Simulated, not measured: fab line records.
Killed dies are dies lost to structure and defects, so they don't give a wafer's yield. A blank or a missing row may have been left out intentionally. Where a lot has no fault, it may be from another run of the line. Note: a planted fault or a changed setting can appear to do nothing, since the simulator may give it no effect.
Chamber matching -- flow n5-finfet -- 4 sister chambers for N5_BEOL_M7_DESCUM_16 on rie-diel-04
The step chemistry O2, time 7.9 s. 8 wafers are shown with their chamber, then 12 later ones without.

## EACH WAFER AND ITS CHAMBER
wafer,chamber,showerhead-plenum-p-Torr (Torr),rf-fwd-power-W (W)
L077.3,3,1.98,49.05
L078.4,1,2.13,49.39
L083.4,3,1.97,49.03
L083.6,1,2.12,49.22
L085.6,2,2.06,49.56
L088.1,0,2.16,49.82
L088.4,2,2.06,49.24
L088.6,0,2.16,49.88

## WAFERS WITH NO CHAMBER GIVEN
wafer,showerhead-plenum-p-Torr (Torr),rf-fwd-power-W (W)
L092.2,2.06,49.28
L092.3,2.16,49.68
L092.5,2.16,49.58
L093.1,2.12,49.21
L093.4,2.16,49.57
L093.6,2.06,49.26
L095.2,2.23,49.21
L095.3,2.12,49.19
L095.4,2.15,49.71
L096.3,2.15,49.71
L096.4,2.12,49.27
L096.5,2.15,49.83

## WHICH CHAMBER EACH ONE RAN IN
wafer,from the rows above,in truth
L092.2,2,2
L092.3,0,0
L092.5,0,0
L093.1,1,1
L093.4,0,0
L093.6,2,2
L095.2,0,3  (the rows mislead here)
L095.3,1,1
L095.4,0,0
L096.3,0,0
L096.4,1,1
L096.5,0,0
Correct placement for 11 of the 12. Not placeable from these rows: 0. Placed wrongly: 1.
How it was worked out, from the rows above alone: a wafer's distance from a chamber is the root of the sum, over the readings, of the square of ((its reading less the chamber's mean) divided by the reading's scatter). If the next closest chamber is less than 2 further off than the closest, the wafer can't be placed; otherwise it belongs to the closest. Each chamber's mean is taken over the wafers shown for it. The scatter is the square root of a quotient: the sum, over the shown wafers, of each reading's squared deviation from its chamber's mean, divided by wafers minus chambers.
